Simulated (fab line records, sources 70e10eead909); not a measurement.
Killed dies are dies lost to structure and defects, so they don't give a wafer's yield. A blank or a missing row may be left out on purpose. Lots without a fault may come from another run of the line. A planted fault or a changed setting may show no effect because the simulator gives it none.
Which tool did it? | flow nand_harc | 6 lots, 18 wafers sampled, at 4 steps of a route of 1159

WHAT THE GAUGES READ, wafer by wafer
NHARC_THIN_TSV_CD_MEAS_37.
lot  | measured     | on        | cd_nm (nm)
L360 | day 19 09:17 | cd_sem-03 | 5000 5003 5002
L364 | day 20 12:10 | cd_sem-02 | 5000 5005 5009
L366 | day 20 20:01 | cd_sem-03 | 4997 4996 5006
L371 | day 21 20:11 | cd_sem-01 | 5001 4994 4996
L370 | day 21 23:04 | cd_sem-03 | 5002 5000 4998
L377 | day 23 14:59 | cd_sem-03 | 5005 5008

WHICH TOOL RAN EACH LOT (tool, then ch and the chambers of the sampled wafers, then the start)
lot  | NHARC_A_SGD_CUT_ETCH_16            | NHARC_THIN_TSV_DESCUM_14           | NHARC_THIN_TSV_PVD_19
L360 | rie_diel-07 ch 0,1,3, day 14 06:04 | rie_diel-07 ch 2,3, day 19 01:54   | pvd_sputter-03, day 19 09:17 or earlier
L364 | rie_diel-03 ch 0,1,2, day 15 07:58 | rie_diel-04 ch 0,1,2, day 20 04:20 | pvd_sputter-01, day 20 12:10 or earlier
L366 | rie_diel-07 ch 0,1, day 15 23:02   | rie_diel-12 ch 0,1,3, day 20 12:52 | pvd_sputter-03, day 20 20:01 or earlier
L371 | rie_diel-04 ch 0,2,3, day 16 19:59 | rie_diel-07 ch 0,1, day 21 12:59   | pvd_sputter-02, day 21 20:11 or earlier
L370 | rie_diel-03 ch 1,2, day 16 21:59   | rie_diel-04 ch 0,1,3, day 21 15:24 | pvd_sputter-03, day 21 23:04 or earlier
L377 | rie_diel-04 ch 0,1,2, day 18 17:52 | rie_diel-04 ch 0,3, day 23 07:08   | pvd_sputter-01, day 23 14:59 or earlier
- NHARC_A_SGD_CUT_ETCH_16: etches the open film in C4F8/O2/Ar, target depth 310.5 nm, time 155.2 s.
- NHARC_THIN_TSV_DESCUM_14: chemistry O2, time 3 s.
- NHARC_THIN_TSV_PVD_19: deposits TaN, target thk 20 nm.

THE ANSWER, worked out from the rows above alone
Rule: what is usual is taken from the lots themselves. Put in order of their means at a reading, lots are off if they are a third of the lots or fewer, leave a main group of 4 or more, and stand apart from it by a gap of 3 or more times the standard deviation of the main group's means; of several such gaps the widest counts. A main group whose means are all the same, to the digits that the tables above print for the reading, isn't used. A lot without any number at a reading at which 4 lots or more have one is off too. The other lots that the step has rows for count as sound.
No lot is off at any reading shown: from this, nothing can be told.

WHAT THE SIMULATOR HAD PUT IN
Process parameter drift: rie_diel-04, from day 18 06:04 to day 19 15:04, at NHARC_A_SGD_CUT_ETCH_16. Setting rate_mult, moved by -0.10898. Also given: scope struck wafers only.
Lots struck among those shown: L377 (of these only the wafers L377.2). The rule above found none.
